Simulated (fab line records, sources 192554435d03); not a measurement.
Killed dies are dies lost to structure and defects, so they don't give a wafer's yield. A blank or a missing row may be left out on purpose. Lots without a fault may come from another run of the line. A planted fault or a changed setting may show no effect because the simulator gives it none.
Split-lot experiment | flow n5_finfet | 7 lots, 21 wafers read, on a route of 1938 steps

THE SPLIT
At N5_SD_EPI_N_COAT_33 (time 60 s, resist thk 35 nm), the setting spin_rpm was moved away from the recipe's 1500 rpm on 9 of the 21 wafers read, by -11.1% to +6.5%. The other wafers ran this setting at the recipe's value.

The reading is taken at the split's own step.

THE READING
SiARC_of_SD_EPI_N_COAT_33.thk_nm (the simulator's own value, which no gauge read), in nm, at N5_SD_EPI_N_COAT_33 (time 60 s, resist thk 35 nm). The file gives no usual value for it. The 12 wafers here that ran the recipe average 35.1 nm, standard deviation 0.1 nm.

wafer  | tool, chamber at the split | spin_rpm as run, rpm | against the recipe | SiARC_of_SD_EPI_N_COAT_33.thk_nm, nm | against lot-mates on the recipe
L076.2 | litho_track-05, 0          | 1500                 | recipe             | 35.2                                 | -
L076.5 | litho_track-05, 0          | 1500                 | recipe             | 35.2                                 | -
L076.6 | litho_track-05, 0          | 1500                 | recipe             | 35.2                                 | -
L077.1 | litho_track-05, 0          | 1500                 | recipe             | 35.2                                 | -
L077.2 | litho_track-05, 0          | 1500                 | recipe             | 35.2                                 | -
L077.4 | litho_track-05, 0          | 1500                 | recipe             | 35.2                                 | -
L082.1 | litho_track-01, 0          | 1378                 | -8.1%              | 36.6                                 | +1.6
L082.4 | litho_track-01, 0          | 1378                 | -8.1%              | 36.6                                 | +1.6
L082.5 | litho_track-01, 0          | 1500                 | recipe             | 35                                   | -
L083.2 | litho_track-01, 0          | 1500                 | recipe             | 35                                   | -
L083.5 | litho_track-01, 0          | 1500                 | recipe             | 35                                   | -
L083.3 | litho_track-01, 0          | 1598                 | +6.5%              | 33.8                                 | -1.2
L090.1 | litho_track-04, 0          | 1333                 | -11.1%             | 37                                   | +2.0
L090.2 | litho_track-04, 0          | 1333                 | -11.1%             | 37                                   | +2.0
L090.5 | litho_track-04, 0          | 1500                 | recipe             | 35                                   | -
L094.3 | litho_track-01, 0          | 1500                 | recipe             | 35                                   | -
L094.4 | litho_track-01, 0          | 1353                 | -9.8%              | 36.8                                 | +1.8
L094.6 | litho_track-01, 0          | 1353                 | -9.8%              | 36.8                                 | +1.8
L096.1 | litho_track-05, 0          | 1448                 | -3.5%              | 35.6                                 | +0.6
L096.2 | litho_track-05, 0          | 1500                 | recipe             | 35                                   | -
L096.5 | litho_track-05, 0          | 1448                 | -3.5%              | 35.8                                 | +0.8

THE FIT
A straight line over all 21 wafers: SiARC_of_SD_EPI_N_COAT_33.thk_nm changes by -0.178 nm for each +1% of spin_rpm; r = -0.99; the points scatter about the line by 0.097 nm.
The same after taking each lot's own level away (the mean of its wafers on the recipe; 21 wafers): -0.185 nm for each +1%; r = -1.00; scatter 0.052 nm.
On that fit, the largest move of spin_rpm shifts the reading by 2.1 nm.
The lots' own levels span 35.00 to 35.20 nm, that is 2.0 times the standard deviation above.
So the lot-to-lot level changes the slope little: the two slopes agree.
Check: with one of the wafers moved furthest among these (-11.1%) left out of the fit, the line predicts +2.08 nm for it against its lot-mates. It came out at +2 nm against them.

OTHER SPLITS ON THESE WAFERS
These wafers also went through other splits before the reading. Each is held against what the fit with the lots' levels taken away leaves over:
other split on the same wafers | wafers away from the commonest value | r with SiARC_of_SD_EPI_N_COAT_33.thk_nm (lot level and that fit taken away)
N5_ZERO_LAYER_COAT_05 spin_rpm | 4                                    | -0.36
N5_ZERO_LAYER_ETCH_18 bias_w   | 7                                    | -0.30
N5_WELL_APT_COAT_02 spin_rpm   | 6                                    | -0.35
N5_FIN_CUT_COAT_19 spin_rpm    | 4                                    | +0.12
N5_FIN_CUT_EXPOSE_05 dose_mj   | 6                                    | -0.05

THE FILE'S OWN FIT
SiARC_of_SD_EPI_N_COAT_33.thk_nm changes by -0.185 nm for each +1% of spin_rpm, r = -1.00.
